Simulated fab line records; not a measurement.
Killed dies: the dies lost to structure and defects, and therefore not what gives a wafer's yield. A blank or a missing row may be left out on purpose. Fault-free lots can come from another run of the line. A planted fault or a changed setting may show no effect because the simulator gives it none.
Code-filled problem report in 8D (eight disciplines) form ; flow nandHarc ; the parts of the form that need people (team, actions taken, sign-off) are left out

== 1. THE PROBLEM ==
Mean of thkNm at NHARC_P_M2_THK_MEAS_24: 138.0 nm across 2 wafers in 2 lots; on wafers with no fault it is 144.5 nm (standard deviation 1.2). Measured from the usual mean, that is -5.4 standard deviations.
The step: measures by xrf.
Earliest sighting: wafer L187.6 on filmMetro-01 at day 8 18:18. At this step, 36 wafers from 12 lots have a number in the record. By rule, "out" or "out of limits" means more than 4 standard deviations away from the usual mean. All remaining wafers that have a number are taken as sound.

== 2. WHAT IT IS, WHAT IT ISN'T ==
question;is;is not
which readings at this step;thkNm;-
which lots;L187, L190;L182, L183, L184, L197, L198, L199, L200, L202, L203, L205
which wafers of those lots;L187.6, L190.3;L187.1, L187.2, L190.1, L190.2
read on which gauges;filmMetro-01, filmMetro-02;-
when;from day 8 18:18;"up to then (11 sound wafers); but 23 sound wafers of L190, L197, L198, L199, L200, L202, L203, L205 came after"

== 3. WHAT RULES OUT EACH SUSPECT ==
Counting: a tool at a process step up to the reading stays a suspect if it ran every lot that is out. Sound lots after the first of them don't rule it out here, since some wafers of a struck lot are sound.
- the gauge at NHARC_P_M2_THK_MEAS_24: ruled out. The wafers that are out were read on 2 gauges (filmMetro-01, filmMetro-02).
- cmp-01 at NHARC_P_M0_CMP_23 (polishes, t overpolish 20 s, target thk 117.54 nm): kept. It processed each lot that is out (first: L187, day 8 09:38); up to then, its last sound lot is L184 (day 7 11:29).
- cmp-02 at NHARC_P_M2_CMP_23 (polishes, t overpolish 20 s, target thk 144.3 nm): kept. It processed each lot that is out (first: L187, day 8 17:59); up to then, its last sound lot is L184 (day 7 20:13). Its own readings are out on those wafers: timeToEndpointS.
The count leaves cmp-02 at NHARC_P_M2_CMP_23 and cmp-01 at NHARC_P_M0_CMP_23.

== 4. THE CAUSE (what the simulator had put in) ==
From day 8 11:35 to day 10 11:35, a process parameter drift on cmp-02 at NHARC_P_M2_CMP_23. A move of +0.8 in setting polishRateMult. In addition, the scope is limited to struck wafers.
After counting, 2 suspects remain, this tool included.

== 5. THE EFFECT CHAIN, in route order ==
One row per reading whose mean, taken over the struck wafers that have a number, lies over 3 standard deviations from the usual. Only readings whose record carries a usual standard deviation are examined. hours: median over the lots of the time between each lot's start at the first step of this table that gives one and its start at this step. sigmas: the change, counted in usual standard deviations.
hours;step;reading;usual;on struck wafers;change;sigmas
0;NHARC_P_M2_CMP_23;timeToEndpointS;29.7 s;16.6;-13.1;-5.7
0;NHARC_P_M2_THK_MEAS_24;thkNm;144.5 nm;138.0;-6.5;-5.4
It contains these process steps:
- NHARC_P_M2_CMP_23: polishes, t overpolish 20 s, target thk 144.3 nm.

== 6. HOW IT WOULD HAVE BEEN CAUGHT EARLIER ==
In this record the first reading out of limits at a measuring or inspecting step was taken at day 8 18:18, 7 hours after the fault began at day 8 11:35.
At NHARC_P_M2_CMP_23, the tool's own readings (timeToEndpointS) were out on each struck wafer the step has a row for, so an alarm limit on them would have fired on the first such wafer.
L190, from the lots that are out (2), started NHARC_P_M2_CMP_23 on cmp-02 later than day 8 18:18. Had the tool been put on hold then, it would have been spared.
